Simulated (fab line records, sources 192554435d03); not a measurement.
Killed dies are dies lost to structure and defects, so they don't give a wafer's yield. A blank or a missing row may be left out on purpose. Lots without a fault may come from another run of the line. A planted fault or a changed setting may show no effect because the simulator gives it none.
Split-lot experiment | flow n5_finfet | 7 lots, 21 wafers read, on a route of 1938 steps

THE SPLIT
At N5_BEOL_M9_ILD_DEP_00 (deposits SiCOH lowk from DEMS/porogen, target thk 308.51 nm, time 58 s), the setting time_s was moved away from the recipe's 58 s on 8 of the 21 wafers read, by -7.6% to +11.7%. The other wafers ran this setting at the recipe's value.

FROM THE SPLIT TO THE READING: what the file shows between them, 1 step
- N5_BEOL_M9_CURE_71: cures SiCOH lowk, time 240 s

THE READING
M9_ILD_THK, in nm, at N5_BEOL_M9_THK_MEAS_01. Fault-free wafers of this fab line usually give 267 nm, standard deviation 3.4 nm.

wafer  | tool, chamber at the split | time_s as run, s | against the recipe | M9_ILD_THK, nm | against lot-mates on the recipe
L074.3 | pecvd-01, 2                | 58               | recipe             | 262            | -
L074.4 | pecvd-01, 2                | 58               | recipe             | 265            | -
L074.5 | pecvd-01, 1                | 58               | recipe             | 271            | -
L075.1 | pecvd-04, 2                | 64.24            | +10.8%             | 291            | +18
L075.2 | pecvd-04, 1                | 64.24            | +10.8%             | 296            | +23
L075.3 | pecvd-04, 1                | 58               | recipe             | 273            | -
L082.2 | pecvd-04, 1                | 64.05            | +10.4%             | 292            | no lot-mate on the recipe
L082.4 | pecvd-04, 1                | 64.05            | +10.4%             | 297            | no lot-mate on the recipe
L082.6 | pecvd-04, 2                | 64.05            | +10.4%             | 296            | no lot-mate on the recipe
L089.1 | pecvd-01, 0                | 58               | recipe             | 265            | -
L089.3 | pecvd-01, 1                | 58               | recipe             | 269            | -
L089.4 | pecvd-01, 1                | 64.81            | +11.7%             | 309            | +42
L094.2 | pecvd-04, 2                | 58               | recipe             | 262            | -
L094.3 | pecvd-04, 1                | 58               | recipe             | 265            | -
L094.4 | pecvd-04, 0                | 58               | recipe             | 269            | -
L093.3 | pecvd-02, 2                | 58               | recipe             | 267            | -
L093.4 | pecvd-02, 2                | 62.82            | +8.3%              | 290            | +20
L093.6 | pecvd-02, 0                | 58               | recipe             | 272            | -
L096.2 | pecvd-01, 2                | 58               | recipe             | 262            | -
L096.4 | pecvd-01, 2                | 58               | recipe             | 269            | -
L096.5 | pecvd-01, 1                | 53.58            | -7.6%              | 248            | -18

THE FIT
A straight line over all 21 wafers: M9_ILD_THK changes by +2.75 nm for each +1% of time_s; r = +0.97; the points scatter about the line by 4.1 nm.
The same after taking each lot's own level away (the mean of its wafers on the recipe; 18 wafers): +2.49 nm for each +1%; r = +0.94; scatter 4.8 nm.
On that fit, the largest move of time_s shifts the reading by 29 nm.
The lots' own levels span 265.3 to 273.0 nm, that is 2.3 times the standard deviation above.
So the lot-to-lot level changes the slope: the two fits differ.
Check: with one of the wafers moved furthest among these (+11.7%) left out of the fit, the line predicts +24.3 nm for it against its lot-mates. It came out at +42 nm against them.

THE WHOLE CHAIN: every reading that the file lists as answering this split, in the file's order
step                   | what it does                                                           | reading                                                                                  | change (the file's fit)              | r (the file's)
N5_BEOL_M9_ILD_DEP_00  | deposits SiCOH lowk from DEMS/porogen, target thk 308.51 nm, time 58 s | SiCOH_lowk_of_BEOL_M9_ILD_DEP_00.thk_nm (the simulator's own value, which no gauge read) | +2.99 nm for each +1% of the setting | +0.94
N5_BEOL_M9_CURE_71     | cures SiCOH lowk, time 240 s                                           | SiCOH_lowk_of_BEOL_M9_ILD_DEP_00.thk_nm (the simulator's own value, which no gauge read) | +2.65 nm for each +1% of the setting | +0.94
N5_BEOL_M9_THK_MEAS_01 |                                                                        | M9_ILD_THK                                                                               | +2.66 for each +1% of the setting    | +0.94

THE FILE'S OWN FIT
M9_ILD_THK changes by +2.66 nm for each +1% of time_s, r = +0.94.
